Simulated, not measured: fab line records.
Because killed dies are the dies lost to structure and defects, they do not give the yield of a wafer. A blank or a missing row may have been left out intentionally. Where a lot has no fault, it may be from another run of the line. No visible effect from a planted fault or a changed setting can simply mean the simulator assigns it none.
Matching of chambers ; flow n5_finfet ; 4 sister chambers for N5_BEOL_M14_ETCH_68 on rie_diel-01
The step etches SOC in N2/H2, time 450 s. 18 wafers are shown with their chamber, then 9 later ones without.

== WAFERS PAIRED WITH THEIR CHAMBERS ==
wafer;chamber;drypump_motor_current_A (A);throttle_valve_pct (%);showerhead_plenum_p_Torr (Torr)
L790.2;3;6.0;18.1;2.56
L790.4;2;5.4;18.0;2.50
L790.6;0;5.8;17.3;2.59
L794.1;3;6.1;18.1;2.56
L794.2;1;6.0;17.4;2.53
L794.6;1;6.0;17.4;2.53
L797.3;0;5.8;17.3;2.59
L797.5;3;6.0;18.1;2.56
L797.6;0;5.8;17.3;2.59
L799.3;0;5.8;17.3;2.58
L799.4;3;6.1;18.1;2.55
L799.5;2;5.4;18.1;2.49
L800.2;2;5.4;18.1;2.49
L800.5;0;5.8;17.3;2.58
L800.6;3;6.0;18.1;2.55
L805.3;3;6.0;18.2;2.54
L805.4;1;6.0;17.5;2.51
L805.6;0;5.8;17.4;2.57

SIGNATURES (means of the wafers above)
reading;chamber 0;chamber 1;chamber 2;chamber 3;scatter within a chamber
drypump_motor_current_A;5.800;6.000;5.400;6.033;0.0309
throttle_valve_pct;17.317;17.433;18.067;18.117;0.0463
showerhead_plenum_p_Torr;2.5833;2.5233;2.4933;2.5533;0.00845
Rule: a wafer lies at a distance from a chamber equal to the root of the sum of squares, over the readings, of (its reading less the chamber's mean, divided by the reading's scatter). If the next closest chamber is less than 2 further off than the closest, the wafer can't be placed; otherwise it belongs to the closest. How the scatter is found: for the shown wafers, subtract from each reading the mean of its chamber, square and add these, divide the total by (wafers less chambers), then take the root.

== WAFERS WITH NO CHAMBER GIVEN ==
wafer;drypump_motor_current_A (A);throttle_valve_pct (%);showerhead_plenum_p_Torr (Torr)
L810.1;6.0;18.2;2.54
L810.4;6.0;17.5;2.51
L810.5;6.1;18.2;2.54
L806.2;6.0;18.2;2.54
L806.4;6.0;17.5;2.51
L806.5;5.8;17.4;2.56
L808.1;5.5;18.1;2.48
L808.3;5.8;17.4;2.56
L808.5;6.0;17.5;2.51

== WHICH CHAMBER EACH ONE RAN IN ==
wafer;from the rows above;in truth
L810.1;3;3
L810.4;1;1
L810.5;3;3
L806.2;3;3
L806.4;1;1
L806.5;0;0
L808.1;2;2
L808.3;0;0
L808.5;1;1
Correct placement for 9 of the 9. From these rows, 0 cannot be placed. 0 placed wrongly.
